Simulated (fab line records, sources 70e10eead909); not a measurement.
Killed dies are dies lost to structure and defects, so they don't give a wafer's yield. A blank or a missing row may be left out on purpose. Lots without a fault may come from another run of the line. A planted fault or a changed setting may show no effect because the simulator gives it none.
Which tool did it? | flow nand_harc | 24 lots, 72 wafers sampled, at 3 steps of a route of 1302

WHAT THE GAUGES READ, wafer by wafer
NHARC_P_M1_THK_MEAS_24: measures by xrf. Usual: thk_nm 158.0 nm, standard deviation 1.5.
lot  | measured     | on            | thk_nm (nm)       | flag
L074 | day 6 09:21  | film_metro-01 | 158.0 155.4 158.1 |
L075 | day 6 15:59  | film_metro-02 | 157.8 155.3 157.1 |
L076 | day 7 01:02  | film_metro-01 | 156.0 158.8 158.6 |
L077 | day 7 14:50  | film_metro-02 | 158.4 157.1 160.6 |
L078 | day 7 22:32  | film_metro-01 | 158.0 156.5 158.1 |
L079 | day 8 13:10  | film_metro-02 | 156.5 158.6 159.2 |
L080 | day 9 00:04  | film_metro-02 | 155.5 155.2 157.3 |
L081 | day 9 03:17  | film_metro-01 | 156.6 157.8 157.4 |
L082 | day 10 02:46 | film_metro-01 | 155.6 157.6 156.7 |
L083 | day 10 06:40 | film_metro-02 | 160.5 158.1 157.7 |
L084 | day 10 15:12 | film_metro-01 | 155.7 156.3 156.7 |
L085 | day 10 19:31 | film_metro-02 | 160.5 159.5 158.3 |
L086 | day 11 04:21 | film_metro-01 | 158.0 159.0 158.5 |
L087 | day 12 08:44 | film_metro-01 | 161.3 158.7 159.2 |
L089 | day 12 09:05 | film_metro-01 | 156.6 156.1 159.7 |
L088 | day 12 09:46 | film_metro-02 | 157.7 162.1 160.5 |
L090 | day 13 00:27 | film_metro-02 | 158.2 158.4 156.2 |
L091 | day 13 10:25 | film_metro-02 | 157.7 158.3 161.0 |
L092 | day 14 05:08 | film_metro-02 | 157.8 156.6 158.9 |
L093 | day 14 08:39 | film_metro-01 | 160.2 159.6 157.5 |
L094 | day 14 14:40 | film_metro-02 | 159.4 158.3 157.1 |
L095 | day 15 08:09 | film_metro-02 | 157.0 157.0 160.3 |
L096 | day 15 09:01 | film_metro-01 | 159.8 160.6 158.1 |
L097 | day 16 00:20 | film_metro-02 | 159.7 157.0 155.6 |

WHICH TOOL RAN EACH LOT (tool, then ch and the chambers of the sampled wafers, then the start)
lot  | NHARC_P_M0_STRIP_18                | NHARC_P_M0_PRE_CLEAN_31
L074 | rie_diel-09 ch 0,1,3, day 6 03:16  | pecvd-01 ch 0,2, day 6 05:25
L075 | rie_diel-04 ch 1,2,3, day 6 09:48  | pecvd-02 ch 0,1,2, day 6 11:56
L076 | rie_diel-05 ch 1,2,3, day 6 18:54  | pecvd-04 ch 0,2, day 6 21:05
L077 | rie_diel-09 ch 0,1,2, day 7 08:28  | pecvd-04 ch 0,1,2, day 7 10:40
L078 | rie_diel-05 ch 0,1,3, day 7 16:25  | pecvd-04 ch 0,1,2, day 7 18:35
L079 | rie_diel-09 ch 1,2, day 8 07:14    | pecvd-02 ch 0,1, day 8 09:24
L080 | rie_diel-05 ch 1,3, day 8 17:52    | pecvd-04 ch 0,1, day 8 20:02
L081 | rie_diel-04 ch 0,1,3, day 8 21:11  | pecvd-01 ch 1,2, day 8 23:19
L082 | rie_diel-09 ch 0,1,3, day 9 20:31  | pecvd-02 ch 0,2, day 9 22:47
L083 | rie_diel-05 ch 0,2,3, day 10 00:34 | pecvd-01 ch 0,1,2, day 10 02:41
L084 | rie_diel-09 ch 2,3, day 10 09:00   | pecvd-04 ch 0,1, day 10 11:08
L085 | rie_diel-09 ch 0,1, day 10 13:28   | pecvd-01 ch 0,2, day 10 15:44
L086 | rie_diel-09 ch 0,1,3, day 10 22:17 | pecvd-02 ch 0,2, day 11 00:26
L087 | rie_diel-05 ch 0,1,3, day 12 02:38 | pecvd-04 ch 0,1,2, day 12 04:48
L089 | rie_diel-09 ch 0,1, day 12 02:55   | pecvd-02 ch 0,2, day 12 05:13
L088 | rie_diel-05 ch 0,1,3, day 12 03:46 | pecvd-01 ch 0,1, day 12 05:56
L090 | rie_diel-09 ch 0,3, day 12 18:26   | pecvd-04 ch 0,2, day 12 20:37
L091 | rie_diel-09 ch 1,2,3, day 13 03:21 | pecvd-02 ch 0,1,2, day 13 05:56
L092 | rie_diel-09 ch 0,1,3, day 13 22:58 | pecvd-02 ch 0,1, day 14 01:11
L093 | rie_diel-09 ch 0,1, day 14 02:31   | pecvd-04 ch 1,2, day 14 04:42
L094 | rie_diel-04 ch 0,3, day 14 08:37   | pecvd-02 ch 0,1, day 14 10:46
L095 | rie_diel-05 ch 2,3, day 15 02:02   | pecvd-02 ch 0,1,2, day 15 04:16
L096 | rie_diel-04 ch 2,3, day 15 02:11   | pecvd-02 ch 0,1, day 15 04:35
L097 | rie_diel-04 ch 0,2,3, day 15 18:01 | pecvd-01 ch 0,2, day 15 20:13
- NHARC_P_M0_STRIP_18: strips in N2/H2.
- NHARC_P_M0_PRE_CLEAN_31: time 12 s.

WHAT THE TOOLS THEMSELVES READ (means of the sampled wafers that have a number; where no wafer has one, the mark that the record gives instead)
NHARC_P_M0_STRIP_18. Usual: drypump_motor_current_A 5.5 A, standard deviation 0.51; oes_product_au 1.001 a.u., standard deviation 0.0082; rf_vpp_V 90.3 V, standard deviation 0.97; showerhead_plenum_p_Torr 1.97 Torr, standard deviation 0.082; throttle_valve_pct 14.172 %, standard deviation 0.0089.
lot  | tool        | drypump_motor_current_A (A) | oes_product_au (a.u.) | rf_vpp_V (V) | showerhead_plenum_p_Torr (Torr) | throttle_valve_pct (%) | flag
L074 | rie_diel-09 | 5.6                         | 0.997                 | 90.5         | 1.94                            | 14.171                 |
L075 | rie_diel-04 | 5.8                         | 0.992                 | 90.8         | 2.01                            | 14.171                 |
L076 | rie_diel-05 | 5.3                         | 1.006                 | 91.7         | 2.06                            | 14.181                 |
L077 | rie_diel-09 | 5.3                         | 0.996                 | 90.7         | 1.95                            | 14.173                 |
L078 | rie_diel-05 | 5.4                         | 0.997                 | 90.8         | 2.07                            | 14.170                 |
L079 | rie_diel-09 | 5.5                         | 1.002                 | 89.9         | 1.92                            | 14.169                 |
L080 | rie_diel-05 | 5.1                         | 1.008                 | 90.3         | 2.12                            | 14.172                 |
L081 | rie_diel-04 | 5.9                         | 1.003                 | 90.9         | 1.98                            | 14.169                 |
L082 | rie_diel-09 | 5.6                         | 0.996                 | 90.0         | 1.94                            | 14.159                 |
L083 | rie_diel-05 | 5.6                         | 0.998                 | 90.3         | 2.00                            | 14.174                 |
L084 | rie_diel-09 | 5.0                         | 0.994                 | 90.4         | 1.92                            | 14.177                 |
L085 | rie_diel-09 | 5.7                         | 1.000                 | 89.7         | 1.94                            | 14.172                 |
L086 | rie_diel-09 | 5.6                         | 0.993                 | 90.0         | 1.93                            | 14.179                 |
L087 | rie_diel-05 | 5.4                         | 1.010                 | 90.8         | 2.05                            | 14.179                 |
L089 | rie_diel-09 | 5.5                         | 1.001                 | 89.9         | 1.97                            | 14.178                 |
L088 | rie_diel-05 | 5.4                         | 1.002                 | 90.4         | 2.05                            | 14.165                 |
L090 | rie_diel-09 | 5.5                         | 0.999                 | 89.3         | 1.92                            | 14.171                 |
L091 | rie_diel-09 | 5.4                         | 0.995                 | 89.5         | 1.90                            | 14.171                 |
L092 | rie_diel-09 | 5.6                         | 1.008                 | 90.4         | 1.93                            | 14.177                 |
L093 | rie_diel-09 | 5.7                         | 1.002                 | 90.3         | 1.93                            | 14.168                 |
L094 | rie_diel-04 | 6.2                         | 0.998                 | 89.7         | 1.93                            | 14.164                 |
L095 | rie_diel-05 | 5.5                         | 1.012                 | 90.4         | 1.97                            | 14.166                 |
L096 | rie_diel-04 | 5.7                         | 0.998                 | 91.5         | 2.02                            | 14.173                 |
L097 | rie_diel-04 | 5.7                         | 0.998                 | 90.8         | 1.99                            | 14.177                 |

NHARC_P_M0_PRE_CLEAN_31. Usual: heater_power_w 680 W, standard deviation 70.
lot  | tool     | heater_power_w (W) | flag
L074 | pecvd-01 | 665                |
L075 | pecvd-02 | 673                |
L076 | pecvd-04 | 689                |
L077 | pecvd-04 | 674                |
L078 | pecvd-04 | 713                |
L079 | pecvd-02 | 753                |
L080 | pecvd-04 | 695                |
L081 | pecvd-01 | 585                |
L082 | pecvd-02 | 748                |
L083 | pecvd-01 | 633                |
L084 | pecvd-04 | 686                |
L085 | pecvd-01 | 681                |
L086 | pecvd-02 | 757                |
L087 | pecvd-04 | 698                |
L089 | pecvd-02 | 776                |
L088 | pecvd-01 | 582                |
L090 | pecvd-04 | 714                |
L091 | pecvd-02 | 720                |
L092 | pecvd-02 | 685                |
L093 | pecvd-04 | 667                |
L094 | pecvd-02 | 697                |
L095 | pecvd-02 | 730                |
L096 | pecvd-02 | 751                |
L097 | pecvd-01 | 613                |

THE ANSWER, worked out from the rows above alone
Rule: a lot is off if the mean of its wafers that have a number lies more than 3 standard deviations from the usual mean. A lot without any number at a reading at which 4 lots or more have one is off too. The other lots that the step has rows for count as sound. The gauges are gone through in route order, then the tools' own readings, and for those a lot's mean is taken as printed above. The first step at which some lot is off is used, and at that step the reading that is off furthest; a lot without a number counts as furthest.
No lot is off at any reading shown: from this, nothing can be told.

WHAT THE SIMULATOR HAD PUT IN
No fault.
